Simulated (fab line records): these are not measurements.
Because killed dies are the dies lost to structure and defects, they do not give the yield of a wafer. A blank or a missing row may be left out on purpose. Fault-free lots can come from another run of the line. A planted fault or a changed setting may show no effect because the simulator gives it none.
fab line records	flow nandHarc
record: lots: 24	wafers: 72	lastDay: 33
route steps=1302 shown A_M1@1187 A_BONDPAD@1215 THIN_TSV@1273
lots that met no fault: taken from a fault-free run of the same line
startH: start of the lot's first displayed wafer, in hours after the record's first day	waitH: how many hours have passed since the lot's step before this one	" the same as in the row above	L1.1+2: several wafers, shown together as one row	- no value, or no start was given	* or withheld: withheld	< > ~ a bound
route shown NAME@n: names a module that has steps shown in the file, with the first one's number in the route	usual: the fault-free wafers' mean and standard deviation	same: alike in all rows	chamber/n: place in a boat	sites: readings site by site	_std_site: how widely they spread, as a standard deviation	_edge_site: outer sites' mean less inner sites'	radiusMm: how far each site lies from the wafer's centre	mask NAME#n: copy n	behind: the tool/chamber that last shaped the wafer	hold: why the lot went on hold/how many hours it stayed there/how the hold came to an end	device: transistor that didn't switch, given as n, p or np	end of line: the route-end tests of the same wafers	a step given without rows: its recipe and nothing more	killed: not the wafer's yield, but the dies lost to structure and defects at the first sort	map: the dies of a wafer, with x for killed, . for not killed, _ for no die there
set.NAME: the setting that was run; set.NAME@STEP: the one run at that earlier step	model.NAME: the simulator's own value behind a step, which no gauge read
steps of the route over a sample of lots; a table a step, a row a wafer
services: a tool's chamber out of use, with start hour (startH, from the record's first day; less than 0 if before it), hours out, and reason
== steps ==
step: NHARC_A_M1_ETCH_28
recipe: targetDepthA: 300	overEtchFrac: 0.3	timeS: 72.99	ionEnergyEv: 150	cf4FlowSccm: 50	n2FlowSccm: 100	arFlowSccm: 150	rfW: 300	biasW: 100	chemistry: CF4/N2
usual: drypumpMotorCurrentA: 5.7/0.34	oesProductAu: 1.001/0.012	rfVppV: 314.6/1.6	showerheadPlenumPTorr: 2.65/0.082	throttleValvePct: 19.796/0.0089
lot.wafer	tool	chamber	startH	waitH	drypumpMotorCurrentA	oesProductAu	rfHoursCounterH	rfVppV	showerheadPlenumPTorr	throttleValvePct
L076.3	rieDiel-12	3	-	-	6.0	1.009	2.7	314.5	2.70	19.799
L076.4	"	0	"	"	5.7	1.013	3.2	313.2	2.54	19.802
L076.6	"	2	"	"	5.2	1.013	-	315.4	2.63	19.789
L075.1	rieDiel-05	1	-	-	5.8	0.995	7.8	314.3	2.71	19.803
L075.4	"	2	"	"	5.9	1.005	6.7	315.1	2.76	19.793
L075.5	"	1	"	"	5.8	0.991	-	315.1	2.71	19.805
L074.1	rieDiel-12	0	-	-	5.7	1.009	3.8	312.4	2.54	19.802
L074.6	"	0	"	"	5.7	1.015	-	311.7	2.54	19.810
L074.5	"	1	"	"	5.2	0.990	-	311.1	2.51	19.798
L079.3	rieDiel-07	0	-	-	5.5	1.007	2.6	315.5	2.62	19.801
L079.4	"	2	"	"	6.1	1.013	2.7	314.8	2.72	19.789
L079.5	"	0	"	"	5.5	1.004	-	314.4	2.62	19.781
L078.3	rieDiel-07	3	-	-	5.9	0.985	2.7	314.6	2.65	19.805
L078.1	"	0	"	"	5.5	0.999	2.8	315.0	2.62	19.796
L078.6	"	2	"	"	6.1	1.015	-	315.9	2.72	19.784
L081.1	rieDiel-07	2	-	-	6.1	1.014	2.9	315.5	2.72	19.783
L081.4	"	0	"	"	5.5	1.015	2.8	312.7	2.62	19.797
L081.6	"	2	"	"	6.2	1.006	-	314.8	2.72	19.797
L077.4	rieDiel-07	1	-	-	6.1	1.002	2.8	317.5	2.78	19.783
L077.5	"	3	"	"	5.9	0.998	-	314.9	2.65	19.783
L077.6	"	0	"	"	5.5	1.012	-	314.0	2.62	19.780
L080.4	rieDiel-07	0	-	-	5.5	1.005	2.9	315.0	2.62	19.783
L080.3	"	1	"	"	6.1	0.995	2.9	314.8	2.78	19.774
L080.5	"	0	"	"	5.5	1.009	-	315.8	2.62	19.796
L082.1	rieDiel-12	3	-	-	6.0	1.011	5.4	317.9	2.70	19.787
L082.3	"	1	"	"	5.2	0.991	6.2	313.0	2.50	19.814
L082.5	"	0	"	"	5.7	1.000	-	311.4	2.54	19.802
L083.2	rieDiel-07	0	-	-	5.5	0.996	3.6	315.0	2.62	19.796
L083.1	"	2	"	"	6.1	1.022	4.0	315.4	2.72	19.787
L083.6	"	0	"	"	5.5	1.005	-	314.4	2.62	19.791
L084.1	rieDiel-05	0	-	-	5.7	1.013	1.8	315.2	2.73	19.787
L084.6	"	2	"	"	5.9	0.993	-	317.0	2.76	19.800
L084.5	"	3	"	"	5.4	1.005	-	313.2	2.58	19.794
L085.3	rieDiel-12	2	-	-	5.2	0.995	1.7	315.4	2.62	19.788
L085.6	"	1	"	"	5.2	0.985	-	311.7	2.50	19.793
L085.5	"	2	"	"	5.2	1.003	-	313.8	2.62	19.790
L088.1	rieDiel-12	2	-	-	5.2	1.009	2.1	314.8	2.62	19.806
L088.3	"	0	"	"	5.7	1.001	1.8	312.4	2.54	19.796
L088.6	"	2	"	"	5.2	1.006	-	314.1	2.62	19.792
L087.1	rieDiel-07	0	-	-	5.5	0.981	0.3	313.8	2.62	19.802
L087.5	"	2	"	"	6.1	1.011	-	315.3	2.72	19.786
L087.6	"	3	"	"	5.9	0.981	-	313.7	2.65	19.807
L089.2	rieDiel-12	2	-	-	5.2	0.992	2.3	312.7	2.62	19.794
L089.3	"	1	"	"	5.2	0.988	2.4	312.4	2.50	19.797
L089.5	"	2	"	"	5.2	1.010	-	315.2	2.62	19.792
L086.4	rieDiel-12	3	-	-	6.1	1.013	2.0	315.2	2.70	19.780
L086.2	"	0	"	"	5.7	1.000	2.1	312.4	2.54	19.788
L086.6	"	2	"	"	5.2	1.000	-	313.2	2.62	19.808
L090.4	rieDiel-12	3	-	-	6.0	1.018	2.2	314.7	2.70	19.790
L090.3	"	0	"	"	5.7	1.009	2.2	313.7	2.54	19.793
L090.2	"	1	"	"	5.3	0.995	2.6	310.1	2.50	19.798
L092.2	rieDiel-07	2	-	-	6.1	1.007	0.5	314.1	2.72	19.794
L092.1	"	3	"	"	5.9	0.981	0.6	315.0	2.65	19.800
L092.5	"	2	"	"	6.1	1.016	-	317.1	2.72	19.786
L091.2	rieDiel-05	1	-	-	5.8	0.979	5.7	315.1	2.70	19.810
L091.5	"	1	"	"	5.8	0.989	-	315.8	2.70	19.793
L091.6	"	2	"	"	5.9	0.984	-	318.8	2.76	19.797
L094.4	rieDiel-07	0	-	-	5.6	0.984	1.1	314.5	2.62	19.809
L094.3	"	1	"	"	6.1	1.005	0.9	315.9	2.78	19.801
L094.6	"	3	"	"	5.9	0.993	-	316.0	2.65	19.802
L093.2	rieDiel-05	1	-	-	5.8	0.993	5.9	315.6	2.70	19.784
L093.4	"	2	"	"	5.9	1.000	6.1	314.8	2.76	19.814
L093.5	"	0	"	"	5.7	1.027	-	316.2	2.73	19.778
L095.3	rieDiel-07	3	-	-	5.9	0.985	2.0	313.7	2.65	19.787
L095.5	"	0	"	"	5.5	0.978	-	314.4	2.62	19.783
L095.6	"	1	"	"	6.1	1.005	-	317.2	2.78	19.795
L096.2	rieDiel-12	0	-	-	5.7	0.982	7.0	313.6	2.54	19.780
L096.1	"	1	"	"	5.2	0.994	7.0	311.4	2.50	19.792
L096.5	"	3	"	"	6.0	1.006	-	314.7	2.69	19.811
L097.3	rieDiel-12	3	-	-	6.0	1.001	7.9	316.2	2.70	19.798
L097.4	"	0	"	"	5.7	0.993	7.1	313.4	2.54	19.806
L097.5	"	3	"	"	6.0	1.001	-	314.0	2.69	19.800
step: NHARC_A_M1_PVD_20
recipe: targetThkA: 50	biasV: 168.6	powerW: 15000	chamberPressurePa: 0.12	timeS: 8.06	substrateTempC: 50	material: TaN
usual: throttleValvePct: 29.9/0.97
lot.wafer	tool	chamber	startH	waitH	throttleValvePct
L076.4	pvdSputter-01	-	-	-	29.5
L076.3	"	-	"	"	30.1
L076.6	"	-	"	"	32.2
L075.4	pvdSputter-01	-	-	-	31.9
L075.1	"	-	"	"	29.0
L075.5	"	-	"	"	29.6
L074.1	pvdSputter-01	-	-	-	28.9
L074.6	"	-	"	"	30.3
L074.5	"	-	"	"	32.0
L079.3	pvdSputter-01	-	-	-	29.0
L079.4	"	-	"	"	32.0
L079.5	"	-	"	"	29.1
L078.1	pvdSputter-02	-	-	-	30.0
L078.3	"	-	"	"	29.1
L078.6	"	-	"	"	29.1
L081.4	pvdSputter-01	-	-	-	30.0
L081.1	"	-	"	"	28.7
L081.6	"	-	"	"	30.3
L077.4	pvdSputter-02	-	-	-	29.7
L077.5	"	-	"	"	29.0
L077.6	"	-	"	"	29.2
L080.4	pvdSputter-03	-	-	-	29.8
L080.3	"	-	"	"	29.2
L080.5	"	-	"	"	29.6
L082.3	pvdSputter-01	-	-	-	30.4
L082.1	"	-	"	"	29.2
L082.5	"	-	"	"	29.0
L083.1	pvdSputter-02	-	-	-	29.3
L083.2	"	-	"	"	29.7
L083.6	"	-	"	"	29.0
L084.1	pvdSputter-01	-	-	-	30.0
L084.5	"	-	"	"	28.9
L084.6	"	-	"	"	30.0
L085.3	pvdSputter-03	-	-	-	29.4
L085.6	"	-	"	"	29.9
L085.5	"	-	"	"	30.8
L088.1	pvdSputter-02	-	-	-	28.2
L088.3	"	-	"	"	29.4
L088.6	"	-	"	"	29.7
L087.1	pvdSputter-01	-	-	-	28.6
L087.5	"	-	"	"	30.1
L087.6	"	-	"	"	28.6
L089.2	pvdSputter-03	-	-	-	29.4
L089.3	"	-	"	"	29.8
L089.5	"	-	"	"	30.4
L086.4	pvdSputter-03	-	-	-	30.0
L086.2	"	-	"	"	29.8
L086.6	"	-	"	"	30.7
L090.2	pvdSputter-03	-	-	-	29.4
L090.3	"	-	"	"	29.7
L090.4	"	-	"	"	30.5
L092.1	pvdSputter-03	-	-	-	30.4
L092.2	"	-	"	"	30.5
L092.5	"	-	"	"	29.2
L091.2	pvdSputter-01	-	-	-	28.7
L091.5	"	-	"	"	28.8
L091.6	"	-	"	"	29.7
L094.4	pvdSputter-02	-	-	-	28.4
L094.3	"	-	"	"	29.2
L094.6	"	-	"	"	28.3
L093.2	pvdSputter-02	-	-	-	29.7
L093.4	"	-	"	"	30.6
L093.5	"	-	"	"	28.3
L095.3	pvdSputter-01	-	-	-	28.9
L095.5	"	-	"	"	31.8
L095.6	"	-	"	"	30.6
L096.2	pvdSputter-02	-	-	-	28.2
L096.1	"	-	"	"	31.0
L096.5	"	-	"	"	30.0
L097.3	pvdSputter-02	-	-	-	30.6
L097.4	"	-	"	"	29.8
L097.5	"	-	"	"	28.3
step: NHARC_A_BONDPAD_CD_MEAS_09
recipe: targetCdNm: 500	landingEnergyEv: 500
usual: cdNm: 501.9/2.7
lot.wafer	tool	chamber	startH	waitH	cdNm
L076.3	cdSem-03	0	536.02	-	502.0
L076.4	"	0	"	"	503.3
L076.6	"	0	"	"	502.9
L075.1	cdSem-03	0	537.75	-	501.8
L075.4	"	0	"	"	499.3
L075.5	"	0	"	"	504.0
L074.1	cdSem-03	0	541.94	-	499.5
L074.5	"	0	"	"	502.7
L074.6	"	0	"	"	499.3
L079.3	cdSem-01	0	592.97	-	501.6
L079.4	"	0	"	"	504.1
L079.5	"	0	"	"	501.9
L078.1	cdSem-03	0	595.83	-	501.8
L078.3	"	0	"	"	498.8
L078.6	"	0	"	"	501.2
L081.1	cdSem-02	0	600.93	-	500.2
L081.4	"	0	"	"	501.3
L081.6	"	0	"	"	502.9
L077.4	cdSem-02	0	601.39	-	500.8
L077.5	"	0	"	"	498.9
L077.6	"	0	"	"	498.1
L080.3	cdSem-01	0	602.49	-	503.6
L080.4	"	0	"	"	501.8
L080.5	"	0	"	"	502.5
L082.1	cdSem-01	0	612.53	-	497.4
L082.3	"	0	"	"	497.9
L082.5	"	0	"	"	498.9
L083.1	cdSem-01	0	626.87	-	496.0
L083.2	"	0	"	"	496.0
L083.6	"	0	"	"	495.8
L084.1	cdSem-03	0	644.60	-	497.6
L084.5	"	0	"	"	501.1
L084.6	"	0	"	"	503.1
L085.3	cdSem-03	0	658.77	-	502.6
L085.5	"	0	"	"	505.0
L085.6	"	0	"	"	505.1
L088.1	cdSem-02	0	672.56	-	499.1
L088.3	"	0	"	"	500.5
L088.6	"	0	"	"	502.1
L087.1	cdSem-02	0	676.26	-	504.7
L087.5	"	0	"	"	506.8
L087.6	"	0	"	"	504.9
L089.2	cdSem-03	0	678.82	-	503.5
L089.3	"	0	"	"	501.1
L089.5	"	0	"	"	502.5
L086.2	cdSem-01	0	681.48	-	501.4
L086.4	"	0	"	"	503.5
L086.6	"	0	"	"	501.4
L090.2	cdSem-02	0	685.43	-	500.4
L090.3	"	0	"	"	502.3
L090.4	"	0	"	"	501.3
L092.1	cdSem-01	0	700.38	-	506.1
L092.2	"	0	"	"	503.8
L092.5	"	0	"	"	504.6
L091.2	cdSem-03	0	711.59	-	498.3
L091.5	"	0	"	"	497.9
L091.6	"	0	"	"	505.2
L094.3	cdSem-02	0	717.67	-	503.7
L094.4	"	0	"	"	507.5
L094.6	"	0	"	"	505.0
L093.2	cdSem-02	0	721.69	-	505.1
L093.4	"	0	"	"	508.4
L093.5	"	0	"	"	504.2
L095.3	cdSem-01	0	753.89	-	499.5
L095.5	"	0	"	"	501.4
L095.6	"	0	"	"	504.8
L096.1	cdSem-02	0	755.10	-	501.5
L096.2	"	0	"	"	502.9
L096.5	"	0	"	"	502.2
L097.3	cdSem-01	0	764.00	-	500.6
L097.4	"	0	"	"	502.4
L097.5	"	0	"	"	501.5
step: NHARC_A_BONDPAD_STRIP_15
recipe: o2FlowSccm: 500	arFlowSccm: 0	biasW: 0	chemistry: O2
usual: drypumpMotorCurrentA: 5.7/0.41	oesProductAu: 0.993/0.014	rfVppV: 57.5/0.89	showerheadPlenumPTorr: 3.45/0.11	throttleValvePct: 17.036/0.0088
lot.wafer	tool	chamber	startH	waitH	drypumpMotorCurrentA	oesProductAu	rfHoursCounterH	rfVppV	showerheadPlenumPTorr	throttleValvePct
L076.4	rieDiel-11	1	536.64	0.1	5.3	0.992	2	56.4	3.32	17.051
L076.3	"	2	"	"	5.6	1.016	3	58.3	3.41	17.035
L076.6	"	1	"	"	5.3	0.997	-	57.0	3.32	17.039
L075.1	rieDiel-06	3	538.38	0.1	5.8	0.980	6	57.8	3.48	17.042
L075.4	"	0	"	"	6.1	0.985	6	58.6	3.37	17.021
L075.5	"	2	"	"	5.9	0.980	-	56.9	3.39	17.026
L074.1	rieDiel-06	1	542.56	0.1	4.9	0.988	8	59.0	3.44	17.030
L074.6	"	0	"	"	6.2	0.994	-	55.9	3.37	17.020
L074.5	"	1	"	"	4.9	0.973	-	57.4	3.44	17.030
L079.4	rieDiel-11	0	593.56	0.1	6.2	0.993	4	57.3	3.53	17.030
L079.3	"	1	"	"	5.3	0.970	4	56.3	3.32	17.045
L079.5	"	1	"	"	5.3	0.967	-	56.0	3.32	17.037
L078.3	rieDiel-06	1	596.43	0.1	4.9	0.974	17	57.7	3.44	17.034
L078.1	"	3	"	"	5.9	0.985	16	57.4	3.48	17.049
L078.6	"	2	"	"	5.9	0.988	-	57.3	3.39	17.039
L081.1	rieDiel-01	2	601.53	0.1	5.9	1.001	6	56.3	3.44	17.041
L081.4	"	3	"	"	6.4	1.017	13	57.1	3.30	17.019
L081.6	"	2	"	"	5.9	1.010	-	57.2	3.44	17.038
L077.4	rieDiel-06	2	602.02	0.1	5.8	0.969	12	57.5	3.39	17.035
L077.5	"	0	"	"	6.2	0.978	-	56.9	3.36	17.034
L077.6	"	1	"	"	4.8	0.974	-	57.9	3.44	17.049
L080.3	rieDiel-06	3	603.10	0.1	5.9	0.978	18	56.7	3.48	17.035
L080.4	"	1	"	"	4.9	0.982	18	57.8	3.44	17.030
L080.5	"	2	"	"	5.8	0.976	-	57.6	3.39	17.041
L082.1	rieDiel-01	2	613.17	0.1	5.9	1.014	11	58.3	3.44	17.047
L082.3	"	0	"	"	5.9	0.991	16	58.4	3.54	17.025
L082.5	"	1	"	"	5.7	1.024	-	58.4	3.60	17.034
L083.2	rieDiel-06	3	627.51	0.1	5.9	0.988	21	57.1	3.48	17.034
L083.1	"	0	"	"	6.2	0.988	22	58.2	3.36	17.034
L083.6	"	1	"	"	4.8	0.979	-	56.9	3.43	17.031
L084.1	rieDiel-11	1	645.24	0.1	5.3	0.986	1	58.7	3.32	17.037
L084.6	"	1	"	"	5.3	0.972	-	56.6	3.32	17.025
L084.5	"	2	"	"	5.5	0.994	-	56.0	3.40	17.039
L085.3	rieDiel-11	1	659.38	0.1	5.3	0.976	2	56.7	3.32	17.049
L085.6	"	0	"	"	6.2	1.007	-	57.5	3.53	17.050
L085.5	"	1	"	"	5.3	0.976	-	56.1	3.32	17.045
L088.1	rieDiel-06	0	673.16	0.1	6.1	1.006	0	57.4	3.36	17.045
L088.3	"	3	"	"	5.9	0.994	0	58.1	3.47	17.048
L088.6	"	3	"	"	5.9	0.992	-	57.7	3.47	17.037
L087.1	rieDiel-11	0	676.86	0.1	6.2	1.006	2	56.7	3.53	17.046
L087.5	"	0	"	"	6.2	1.009	-	57.7	3.53	17.046
L087.6	"	1	"	"	5.3	0.980	-	56.9	3.32	17.039
L089.2	rieDiel-06	0	679.44	0.1	6.2	1.006	0	56.5	3.36	17.037
L089.3	"	2	"	"	5.8	1.002	0	55.9	3.38	17.019
L089.5	"	3	"	"	5.9	0.987	-	59.2	3.47	17.042
L086.2	rieDiel-01	2	682.26	0.1	5.9	0.993	34	57.8	3.42	17.020
L086.4	"	3	"	"	6.4	1.005	40	56.5	3.28	17.043
L086.6	"	1	"	"	5.7	1.040	-	58.6	3.59	17.040
L090.2	rieDiel-11	3	686.05	0.1	5.8	1.003	3	59.5	3.69	17.030
L090.3	"	0	"	"	6.2	1.023	3	57.2	3.53	17.036
L090.4	"	1	"	"	5.3	0.994	3	56.7	3.32	17.051
L092.2	rieDiel-11	0	700.99	0.1	6.2	1.001	3	58.6	3.53	17.016
L092.1	"	2	"	"	5.6	1.002	4	55.5	3.40	17.051
L092.5	"	1	"	"	5.3	0.975	-	57.8	3.32	17.042
L091.2	rieDiel-11	2	712.19	0.1	5.6	0.997	4	57.7	3.40	17.019
L091.5	"	2	"	"	5.6	1.002	-	58.3	3.40	17.036
L091.6	"	3	"	"	5.8	0.977	-	58.8	3.69	17.036
L094.3	rieDiel-11	1	718.26	0.1	5.3	0.989	4	56.8	3.32	17.049
L094.4	"	0	"	"	6.2	0.999	4	57.2	3.53	17.048
L094.6	"	2	"	"	5.6	1.000	-	56.6	3.40	17.051
L093.4	rieDiel-06	2	722.32	0.1	5.8	0.997	7	57.8	3.38	17.029
L093.2	"	3	"	"	5.9	0.988	7	58.5	3.47	17.034
L093.5	"	0	"	"	6.1	0.998	-	56.2	3.35	17.038
L095.3	rieDiel-11	0	754.53	0.1	6.2	1.009	5	58.5	3.53	17.038
L095.5	"	0	"	"	6.2	1.000	-	57.5	3.53	17.041
L095.6	"	3	"	"	5.8	0.992	-	57.1	3.69	17.032
L096.1	rieDiel-11	0	755.70	0.1	6.2	1.003	5	58.2	3.53	17.031
L096.2	"	3	"	"	5.8	1.000	5	58.1	3.69	17.022
L096.5	"	0	"	"	6.2	1.009	-	58.2	3.53	17.030
L097.3	rieDiel-06	1	764.59	0.1	4.9	0.989	12	57.8	3.42	17.042
L097.4	"	2	"	"	5.9	0.992	15	56.4	3.38	17.043
L097.5	"	2	"	"	5.9	1.005	-	57.7	3.38	17.035
step: NHARC_THIN_TSV_PVD_51
recipe: targetThkA: 1000	chamberPressurePa: 5	material: Cu
usual: throttleValvePct: 29.9/0.82
lot.wafer	tool	chamber	startH	waitH	throttleValvePct
L076.4	pvdSputter-01	-	-	-	30.0
L076.3	"	-	"	"	32.2
L076.6	"	-	"	"	29.8
L075.1	pvdSputter-01	-	-	-	31.9
L075.4	"	-	"	"	29.1
L075.5	"	-	"	"	32.1
L074.1	pvdSputter-01	-	-	-	30.3
L074.5	"	-	"	"	28.7
L074.6	"	-	"	"	30.1
L079.3	pvdSputter-02	-	-	-	28.9
L079.4	"	-	"	"	29.2
L079.5	"	-	"	"	30.1
L078.3	pvdSputter-01	-	-	-	31.8
L078.1	"	-	"	"	28.8
L078.6	"	-	"	"	31.7
L081.1	pvdSputter-03	-	-	-	30.3
L081.4	"	-	"	"	30.5
L081.6	"	-	"	"	30.6
L077.4	pvdSputter-02	-	-	-	29.1
L077.6	"	-	"	"	29.4
L077.5	"	-	"	"	29.9
L080.4	pvdSputter-02	-	-	-	30.0
L080.3	"	-	"	"	29.1
L080.5	"	-	"	"	28.9
L082.1	pvdSputter-02	-	-	-	28.9
L082.3	"	-	"	"	29.2
L082.5	"	-	"	"	29.2
L083.2	pvdSputter-03	-	-	-	30.5
L083.1	"	-	"	"	30.0
L083.6	"	-	"	"	30.5
L084.1	pvdSputter-03	-	-	-	30.5
L084.6	"	-	"	"	30.6
L084.5	"	-	"	"	29.0
L085.3	pvdSputter-02	-	-	-	28.2
L085.6	"	-	"	"	29.1
L085.5	"	-	"	"	30.5
L087.1	pvdSputter-03	-	-	-	29.3
L087.5	"	-	"	"	30.7
L087.6	"	-	"	"	29.7
L088.1	pvdSputter-01	-	-	-	31.9
L088.3	"	-	"	"	30.2
L088.6	"	-	"	"	29.9
L086.2	pvdSputter-02	-	-	-	29.2
L086.4	"	-	"	"	31.0
L086.6	"	-	"	"	29.5
L089.2	pvdSputter-02	-	-	-	29.7
L089.3	"	-	"	"	30.7
L089.5	"	-	"	"	29.9
L090.2	pvdSputter-03	-	-	-	30.5
L090.4	"	-	"	"	29.3
L090.3	"	-	"	"	30.0
L092.1	pvdSputter-03	-	-	-	30.2
L092.2	"	-	"	"	29.9
L092.5	"	-	"	"	31.0
L091.2	pvdSputter-02	-	-	-	29.8
L091.5	"	-	"	"	30.5
L091.6	"	-	"	"	28.3
L094.3	pvdSputter-03	-	-	-	30.4
L094.4	"	-	"	"	30.2
L094.6	"	-	"	"	30.6
L093.4	pvdSputter-02	-	-	-	29.0
L093.2	"	-	"	"	28.3
L093.5	"	-	"	"	29.9
L096.2	pvdSputter-03	-	-	-	30.3
L096.1	"	-	"	"	29.3
L096.5	"	-	"	"	30.6
L095.3	pvdSputter-03	-	-	-	30.2
L095.5	"	-	"	"	30.7
L095.6	"	-	"	"	30.1
L097.3	pvdSputter-03	-	-	-	29.9
L097.4	"	-	"	"	29.6
L097.5	"	-	"	"	30.1
step: NHARC_THIN_TSV_INSPECT_40
usual: rawDefectCount: 570/110
lot.wafer	tool	chamber	startH	waitH	rawDefectCount
L076.3	defectInspect-01	-	565.27	0.4	529
L076.4	"	-	"	"	464
L076.6	"	-	"	"	440
L075.1	defectInspect-02	-	565.28	0.4	600
L075.4	"	-	"	"	605
L075.5	"	-	"	"	570
L074.1	defectInspect-01	-	574.27	0.4	558
L074.5	"	-	"	"	520
L074.6	"	-	"	"	696
L078.1	defectInspect-01	-	619.70	0.4	893
L078.3	"	-	"	"	718
L078.6	"	-	"	"	821
L079.3	defectInspect-02	-	619.70	0.4	391
L079.4	"	-	"	"	476
L079.5	"	-	"	"	456
L077.4	defectInspect-01	-	628.22	0.4	599
L077.5	"	-	"	"	544
L077.6	"	-	"	"	702
L081.1	defectInspect-01	-	628.24	0.4	489
L081.4	"	-	"	"	534
L081.6	"	-	"	"	772
L080.3	defectInspect-02	-	628.24	0.4	578
L080.4	"	-	"	"	676
L080.5	"	-	"	"	524
L082.1	defectInspect-02	-	639.43	0.4	589
L082.3	"	-	"	"	543
L082.5	"	-	"	"	545
L083.1	defectInspect-02	-	656.83	0.4	621
L083.2	"	-	"	"	547
L083.6	"	-	"	"	482
L084.1	defectInspect-01	-	671.40	0.4	499
L084.5	"	-	"	"	469
L084.6	"	-	"	"	437
L085.3	defectInspect-02	-	688.42	0.4	567
L085.5	"	-	"	"	544
L085.6	"	-	"	"	789
L087.1	defectInspect-02	-	702.40	0.4	502
L087.5	"	-	"	"	495
L087.6	"	-	"	"	613
L088.1	defectInspect-01	-	702.40	0.4	560
L088.3	"	-	"	"	550
L088.6	"	-	"	"	648
L086.2	defectInspect-02	-	706.93	0.4	647
L086.4	"	-	"	"	656
L086.6	"	-	"	"	602
L089.2	defectInspect-02	-	706.93	0.4	594
L089.3	"	-	"	"	529
L089.5	"	-	"	"	560
L090.2	defectInspect-02	-	712.56	0.4	672
L090.3	"	-	"	"	656
L090.4	"	-	"	"	489
L092.1	defectInspect-01	-	729.12	0.4	521
L092.2	"	-	"	"	495
L092.5	"	-	"	"	622
L091.2	defectInspect-01	-	739.88	0.4	667
L091.5	"	-	"	"	565
L091.6	"	-	"	"	614
L094.3	defectInspect-02	-	744.93	0.4	543
L094.4	"	-	"	"	578
L094.6	"	-	"	"	599
L093.2	defectInspect-01	-	752.59	2.8	504
L093.4	"	-	"	"	535
L093.5	"	-	"	"	474
L096.1	defectInspect-01	-	783.03	0.4	433
L096.2	"	-	"	"	366
L096.5	"	-	"	"	499
L095.3	defectInspect-02	-	783.03	0.4	605
L095.5	"	-	"	"	717
L095.6	"	-	"	"	490
L097.3	defectInspect-01	-	791.38	0.4	671
L097.4	"	-	"	"	480
L097.5	"	-	"	"	598
== services ==
tool	chamber	startH	hours	kind
rieDiel-11	1	511.08	7.3	repair
rieDiel-11	-	511.53	0.3	repair
rieDiel-12	3	513.77	10.1	repair
pvdSputter-03	-	524.24	2.4	repair
pvdSputter-03	-	538.51	59.4	repair
pvdSputter-02	-	553.71	21.4	repair
rieDiel-12	1	564.14	1.3	repair
rieDiel-12	3	587.34	8.2	repair
rieDiel-12	2	593.61	5.2	repair
pvdSputter-01	-	598.32	10.0	pm
rieDiel-11	-	609.52	9.0	pm
pvdSputter-01	-	630.80	2.8	repair
pvdSputter-02	-	638.00	10.0	pm
pvdSputter-01	-	655.97	2.6	repair
pvdSputter-03	-	675.90	1.4	repair
rieDiel-11	3	686.48	6.0	repair
pvdSputter-01	-	699.70	1.2	repair
pvdSputter-03	-	704.64	10.0	pm
rieDiel-11	3	744.33	1.7	repair
rieDiel-11	-	745.55	0.7	repair
rieDiel-11	1	754.04	5.3	repair
pvdSputter-03	-	757.54	2.6	repair
pvdSputter-01	-	767.14	1.7	repair
pvdSputter-01	-	776.34	10.0	pm
== key ==
fault none
